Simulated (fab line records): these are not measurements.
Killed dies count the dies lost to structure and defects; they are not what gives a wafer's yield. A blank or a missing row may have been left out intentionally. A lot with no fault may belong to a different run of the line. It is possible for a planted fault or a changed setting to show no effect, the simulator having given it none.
A lot that was struck, set against a sound lot    flow n5 finfet    37 out of 1938 route steps
Sound: these wafers, L321.1, L321.3, L321.4. Struck: wafer L329.3 (left out: L329.1, L329.5 of the same lot, which were not struck); the cause appears at the end.
Per side, at each step with rows, come the tool, then ch with its chambers, and then its first start. Under that, the readings that differ: sound wafers    struck wafers    difference of the means    sigmas: that difference in standard deviations of wafers without a fault.
alike: words and numbers the same on both sides, and readings whose means are apart by under 2 such deviations; not compared: readings that were withheld, readings missing a value for some wafer, numbers with overlapping values and no deviation given by the record, and bounds like >300 which may hide the same value.
The two part at a step that has a row with sigmas, a row that says differs or no value, or rows on one side only. Numbers that don't overlap but have no deviation are shown without sigmas and don't part them. A reading missing from all wafers of one side parts the sides only when that side holds two or more wafers.

first, 12 steps without rows for these wafers: N5_GATE_CUT_STRIP_38 (strips in N2/H2); N5_GATE_CUT_STRIP_39 (strips in N2/H2); N5_GATE_CUT_HM_OPEN_40 (chemistry C4F6/O2, target SiO2, target depth 139 nm, time 85.1 s); N5_GATE_CUT_STRIP_41 (strips in CF4); N5_GATE_CUT_STRIP_42 (strips in O2); N5_GATE_CUT_ETCH_19 (etches SiNx in CH3F/O2, target depth 53.7 nm, time 76.7 s); N5_GATE_CUT_CUT_ETCH_53 (etches W in SF6/Cl2, target depth 79.2 nm); N5_GATE_CUT_CUT_ETCH_54 (etches TiN in Cl2/BCl3, target depth 96.7 nm); N5_GATE_CUT_CUT_ETCH_55 (etches HfO2 in BCl3, target depth 3.2 nm); N5_GATE_CUT_ETCH_47 (etches SiO2 in Cl2/BCl3, target depth 10 nm); N5_GATE_CUT_VAPOR_ETCH_48 (etches TiN in BCl3/Cl2); N5_GATE_CUT_VAPOR_ETCH_49 (etches TiAlC in BCl3/Cl2).
N5_GATE_CUT_VAPOR_ETCH_51: etches HfO2 in BCl3/Cl2.
  sound on rie metal-02 ch 0,1, day 6 21:16; struck on rie metal-02 ch 1, day 8 19:37
  alike: drypump motor current A, oes product au
then, 23 steps without rows for these wafers: N5_GATE_CUT_STRIP_21 (strips in N2/H2, time 30 s); N5_GATE_CUT_STRIP_29 (strips in post etch residue remover, time 60 s); N5_GATE_CUT_SRD_52 (time 30 s); N5_GATE_CUT_ALD_22 (deposits SiNx, target thk 16 nm, pulse time 1 s, ald cycles 320); N5_GATE_CUT_CMP_23 (polishes, stops on SiO2, t overpolish 23.4 s, target thk 16 nm); N5_GATE_CUT_CMP_43 (polishes SiO2); N5_GATE_CUT_CMP_61 (polishes, stops on SiNx, t overpolish 3 s); N5_MOL_CONTACT_COAG_COAT_103 (time 60 s, resist thk 80 nm); N5_MOL_CONTACT_COAG_COAT_104 (time 60 s, resist thk 12 nm); N5_MOL_CONTACT_COAG_COAT_58 (time 60 s, resist thk 10 nm); N5_MOL_CONTACT_COAG_COAT_02 (resist thk 30 nm); N5_MOL_CONTACT_COAG_EBR_04; N5_MOL_CONTACT_COAG_SOFTBAKE_03 (time 60 s); N5_MOL_CONTACT_COAG_EXPOSE_05 (exposes mask CA, defocus 0 nm); N5_MOL_CONTACT_COAG_PEB_06 (peb time 60 s); N5_MOL_CONTACT_COAG_DEVELOP_07 (develop time 30 s); N5_MOL_CONTACT_COAG_DESCUM_13 (chemistry O2, time 7 s); N5_MOL_CONTACT_COAG_ETCH_59 (etches underlayer in N2/H2, target depth 13 nm, time 10.4 s); N5_MOL_CONTACT_COAG_ETCH_105 (etches SiARC in CF4, target depth 15.6 nm, time 26 s); N5_MOL_CONTACT_COAG_ETCH_106 (etches SOC in N2/H2, target depth 80 nm, overetch 16 nm, time 120 s); N5_MOL_CONTACT_COAG_STRIP_107 (strips in N2/H2); N5_MOL_CONTACT_COAG_STRIP_108 (strips in N2/H2); N5_MOL_CONTACT_COAG_CONTACT_ETCH_14 (etches SiO2 in C4F6/O2, target depth 27.5 nm, overetch 8.5 nm, time 20 s).
-- the record jumps here: 11 days lie between the struck wafers' starts before and after (it left off in module MOL_CONTACT_COAG and takes up again in module PASSIVATION, whose first step shown is number 1936 of the route) --
N5_PASSIVATION_PROBE_49:
  only the struck wafers here have rows in the record (prober-02, day 20 04:29); the sound ones have none

== WHERE THEY PART ==
N5_PASSIVATION_PROBE_49 only, going by this record.

WHY: what the simulator had put in
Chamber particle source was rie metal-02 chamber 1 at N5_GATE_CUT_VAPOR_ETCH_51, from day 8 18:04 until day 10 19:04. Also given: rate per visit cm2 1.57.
